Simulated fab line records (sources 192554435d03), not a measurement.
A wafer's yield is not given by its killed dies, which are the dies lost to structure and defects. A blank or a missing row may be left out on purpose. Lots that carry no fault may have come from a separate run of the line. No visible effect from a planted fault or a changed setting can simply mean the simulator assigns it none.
Lot-split experiment    flow n5 finfet    route with 1938 steps; 7 lots, 39 wafers read

## ON THE SPLIT
At N5_BEOL_M12_ILD_DEP_00 (deposits SiOC from DEMS/O2, target thk 658.92 nm, time 130.7 s), the setting time s was moved away from the recipe's 130.7 s on 15 of the 39 wafers read, by -56.7% to +51.6%. For the rest of the wafers, this setting stayed at what the recipe calls for.

## FROM THE SPLIT TO THE READING: what the file shows between them, 6 steps
- N5_BEOL_M12_THK_MEAS_01
- N5_BEOL_M12_COAT_58: time 60 s, resist thk 89 nm
- N5_BEOL_M12_COAT_04: resist thk 400 nm
- N5_BEOL_M12_DESCUM_15: chemistry O2, time 7.9 s
- N5_BEOL_M12_ETCH_59: etches BARC in N2/H2, target depth 89 nm, overetch 26.7 nm, time 67.9 s
- N5_BEOL_M12_VIA_ETCH_16: etches SiOC in C4F8/O2/Ar, target depth 724.8 nm

## THE READING
oes product au, in a.u., at N5_BEOL_M12_STRIP_63 (strips in N2/H2). A value of 0.694 a.u. with a standard deviation of 0.0046 a.u. is what fault-free wafers of this fab line usually give.

wafer   tool, chamber at the split  time s as run, s  against the recipe  oes product au, a.u.  against lot-mates on the recipe
L076.1  pecvd-04, 2                 174.3             +33.4%              0.670                 -0.023
L076.2  pecvd-04, 0                 130.7             recipe              0.695                 -
L076.3  pecvd-04, 1                 174.3             +33.4%              0.668                 -0.025
L076.4  pecvd-04, 1                 130.7             recipe              0.697                 -
L076.5  pecvd-04, 2                 174.3             +33.4%              0.668                 -0.025
L076.6  pecvd-04, 0                 130.7             recipe              0.686                 -
L079.1  pecvd-01, 0                 154.7             +18.4%              0.682                 -0.015
L079.2  pecvd-01, 1                 154.7             +18.4%              0.679                 -0.018
L079.3  pecvd-01, 2                 130.7             recipe              0.702                 -
L079.4  pecvd-01, 2                 130.7             recipe              0.692                 -
L079.5  pecvd-01, 0                 130.7             recipe              0.696                 -
L079.6  pecvd-01, 1                 154.7             +18.4%              0.680                 -0.017
L083.1  pecvd-04, 1                 130.7             recipe              0.689                 -
L083.2  pecvd-04, 2                 130.7             recipe              0.692                 -
L083.4  pecvd-04, 0                 130.7             recipe              0.692                 -
L087.1  pecvd-03, 0                 130.7             recipe              0.695                 -
L087.2  pecvd-03, 1                 130.7             recipe              0.701                 -
L087.3  pecvd-03, 2                 130.7             recipe              0.697                 -
L087.4  pecvd-03, 1                 130.7             recipe              0.697                 -
L087.5  pecvd-03, 2                 130.7             recipe              0.700                 -
L087.6  pecvd-03, 0                 130.7             recipe              0.691                 -
L092.1  pecvd-01, 1                 130.7             recipe              0.700                 -
L092.2  pecvd-01, 0                 56.57             -56.7%              0.864                 +0.162
L092.3  pecvd-01, 2                 56.57             -56.7%              0.858                 +0.156
L092.4  pecvd-01, 1                 130.7             recipe              0.709                 -
L092.5  pecvd-01, 2                 130.7             recipe              0.697                 -
L092.6  pecvd-01, 0                 56.57             -56.7%              0.862                 +0.160
L091.1  pecvd-04, 0                 198.1             +51.6%              0.640                 -0.055
L091.2  pecvd-04, 2                 198.1             +51.6%              0.639                 -0.056
L091.3  pecvd-04, 1                 130.7             recipe              0.700                 -
L091.4  pecvd-04, 1                 130.7             recipe              0.688                 -
L091.5  pecvd-04, 0                 130.7             recipe              0.698                 -
L091.6  pecvd-04, 2                 198.1             +51.6%              0.582                 -0.113
L095.1  pecvd-01, 2                 130.7             recipe              0.696                 -
L095.2  pecvd-01, 0                 156               +19.4%              0.684                 -0.013
L095.3  pecvd-01, 2                 156               +19.4%              0.671                 -0.026
L095.4  pecvd-01, 0                 130.7             recipe              0.701                 -
L095.5  pecvd-01, 0                 130.7             recipe              0.694                 -
L095.6  pecvd-01, 2                 156               +19.4%              0.682                 -0.015

FIT RESULTS
A straight line over all 39 wafers: oes product au changes by -0.00203 a.u. for each +1% of time s; r = -0.93; the points scatter about the line by 0.02 a.u.
The same after taking each lot's own level away (the mean of its wafers on the recipe; 39 wafers): -0.00197 a.u. for each +1%; r = -0.93; scatter 0.019 a.u.
The reading moves by 0.11 a.u. for the largest change in time s, on that fit.
The span of the lots' own levels, 0.6910 to 0.7020 a.u., comes to 2.4 times the standard deviation stated above.
So the lot-to-lot level changes the slope little: the two slopes agree.
Check: +0.114 a.u. against its lot-mates is what the line predicts for one of the wafers moved furthest among these (-56.7%) when that wafer is left out of the fit. It came out at +0.162 a.u. against them.

## OTHER SPLITS ON THESE WAFERS
These wafers also went through other splits before the reading. Each is held against what the fit with the lots' levels taken away leaves over:
other split on the same wafers     wafers away from the commonest value  r with oes product au (lot level and that fit taken away)
N5_BEOL_M6_HM_DEP_02 target thk a  12                                    +0.12
N5_BEOL_M8_DESCUM_16 time s        18                                    +0.19

## THE WHOLE CHAIN: every reading that the file lists as answering this split, in the file's order
step                     what it does                                                    reading                                                                              change (the file's fit)                    r (the file's)
N5_BEOL_M12_ILD_DEP_00   deposits SiOC from DEMS/O2, target thk 658.92 nm, time 130.7 s  SiOC_of_BEOL_M12_ILD_DEP_00.thk nm (the simulator's own value, which no gauge read)  +6.57 nm for each +1% of the setting       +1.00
N5_BEOL_M12_THK_MEAS_01                                                                  M12_ILD_THK                                                                          +6.57 for each +1% of the setting          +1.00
N5_BEOL_M12_VIA_ETCH_16  etches SiOC in C4F8/O2/Ar, target depth 724.8 nm                etch.depth nm (the simulator's own value, which no gauge read)                       +6.57 nm for each +1% of the setting       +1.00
N5_BEOL_M12_VIA_ETCH_16  etches SiOC in C4F8/O2/Ar, target depth 724.8 nm                coat_of_BEOL_M12_COAT_04.thk nm (the simulator's own value, which no gauge read)     -1.94 nm for each +1% of the setting       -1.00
N5_BEOL_M12_STRIP_63     strips in N2/H2                                                 oes product au                                                                       -0.00187 a.u. for each +1% of the setting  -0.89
N5_BEOL_M12_STRIP_63     strips in N2/H2                                                 strip time to endpoint s                                                             withheld for each +1% of the setting       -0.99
N5_BEOL_M12_ETCH_38      etches SiCN in CF4/N2, target depth 68.7 nm, time 73.4 s        SiOC_of_BEOL_M12_ILD_DEP_00.thk nm (the simulator's own value, which no gauge read)  +6.65 nm for each +1% of the setting       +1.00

## THE FILE'S OWN FIT
oes product au changes by -0.00187 a.u. for each +1% of time s, r = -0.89.
